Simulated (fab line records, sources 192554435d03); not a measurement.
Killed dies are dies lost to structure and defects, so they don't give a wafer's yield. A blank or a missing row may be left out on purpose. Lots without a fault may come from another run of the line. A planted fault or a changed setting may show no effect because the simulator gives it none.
Split-lot experiment | flow n5_finfet | 7 lots, 21 wafers read, on a route of 1938 steps

THE SPLIT
At N5_BEOL_M3_COAT_05 (resist thk 30 nm), the setting spin_rpm was moved away from the recipe's 1500 rpm on 9 of the 21 wafers read, by -10.1% to +6.4%. The other wafers ran this setting at the recipe's value.

FROM THE SPLIT TO THE READING: what the file shows between them, 3 steps
- N5_BEOL_M3_EBR_07
- N5_BEOL_M3_SOFTBAKE_06: time 60 s
- N5_BEOL_M3_DESCUM_16: chemistry O2, time 7 s

THE READING
CAR-EUV_of_BEOL_M3_COAT_05.thk_nm (the simulator's own value, which no gauge read), in nm, at N5_BEOL_M3_ETCH_74 (etches underlayer in N2/H2, target depth 6.5 nm, time 5.2 s). The file gives no usual value for it. The 12 wafers here that ran the recipe average 20.4 nm, standard deviation 0.13 nm.

wafer  | tool, chamber at the split | spin_rpm as run, rpm | against the recipe | CAR-EUV_of_BEOL_M3_COAT_05.thk_nm, nm | against lot-mates on the recipe
L076.2 | litho_track-02, 0          | 1348                 | -10.1%             | 21.8                                  | +1.6
L076.6 | litho_track-02, 0          | 1348                 | -10.1%             | 21.8                                  | +1.6
L076.4 | litho_track-02, 0          | 1500                 | recipe             | 20.2                                  | -
L082.1 | litho_track-02, 0          | 1500                 | recipe             | 20.4                                  | -
L082.2 | litho_track-02, 0          | 1453                 | -3.1%              | 20.8                                  | +0.4
L082.4 | litho_track-02, 0          | 1453                 | -3.1%              | 20.8                                  | +0.4
L085.2 | litho_track-03, 0          | 1500                 | recipe             | 20.6                                  | -
L085.5 | litho_track-03, 0          | 1500                 | recipe             | 20.6                                  | -
L085.3 | litho_track-03, 0          | 1500                 | recipe             | 20.4                                  | -
L090.1 | litho_track-01, 0          | 1500                 | recipe             | 20.4                                  | -
L090.2 | litho_track-01, 0          | 1500                 | recipe             | 20.4                                  | -
L090.6 | litho_track-01, 0          | 1596                 | +6.4%              | 19.4                                  | -1.0
L091.1 | litho_track-01, 0          | 1409                 | -6.1%              | 21.2                                  | +1.0
L091.5 | litho_track-01, 0          | 1409                 | -6.1%              | 21.2                                  | +1.0
L091.4 | litho_track-01, 0          | 1500                 | recipe             | 20.2                                  | -
L095.4 | litho_track-01, 0          | 1500                 | recipe             | 20.2                                  | -
L095.5 | litho_track-01, 0          | 1359                 | -9.4%              | 21.8                                  | +1.6
L095.6 | litho_track-01, 0          | 1359                 | -9.4%              | 21.6                                  | +1.4
L096.3 | litho_track-02, 0          | 1500                 | recipe             | 20.4                                  | -
L096.5 | litho_track-02, 0          | 1500                 | recipe             | 20.4                                  | -
L096.6 | litho_track-02, 0          | 1500                 | recipe             | 20.4                                  | -

THE FIT
A straight line over all 21 wafers: CAR-EUV_of_BEOL_M3_COAT_05.thk_nm changes by -0.141 nm for each +1% of spin_rpm; r = -0.99; the points scatter about the line by 0.11 nm.
The same after taking each lot's own level away (the mean of its wafers on the recipe; 21 wafers): -0.159 nm for each +1%; r = -1.00; scatter 0.06 nm.
On that fit, the largest move of spin_rpm shifts the reading by 1.6 nm.
The lots' own levels span 20.20 to 20.53 nm, that is 2.6 times the standard deviation above.
So the lot-to-lot level changes the slope: the two fits differ.
Check: with one of the wafers moved furthest among these (-10.1%) left out of the fit, the line predicts +1.6 nm for it against its lot-mates. It came out at +1.6 nm against them.

OTHER SPLITS ON THESE WAFERS
These wafers also went through other splits before the reading. Each is held against what the fit with the lots' levels taken away leaves over:
other split on the same wafers   | wafers away from the commonest value | r with CAR-EUV_of_BEOL_M3_COAT_05.thk_nm (lot level and that fit taken away)
N5_BEOL_M2_TRENCH_ETCH_37 time_s | 8                                    | +0.10
N5_BEOL_M3_ILD_DEP_00 time_s     | 10                                   | -0.24

THE WHOLE CHAIN: every reading that the file lists as answering this split, in the file's order
step               | what it does                                                | reading                                                                            | change (the file's fit)               | r (the file's)
N5_BEOL_M3_COAT_05 | resist thk 30 nm                                            | CAR-EUV_of_BEOL_M3_COAT_05.thk_nm (the simulator's own value, which no gauge read) | -0.154 nm for each +1% of the setting | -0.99
N5_BEOL_M3_ETCH_74 | etches underlayer in N2/H2, target depth 6.5 nm, time 5.2 s | CAR-EUV_of_BEOL_M3_COAT_05.thk_nm (the simulator's own value, which no gauge read) | -0.158 nm for each +1% of the setting | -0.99

THE FILE'S OWN FIT
CAR-EUV_of_BEOL_M3_COAT_05.thk_nm changes by -0.158 nm for each +1% of spin_rpm, r = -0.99.
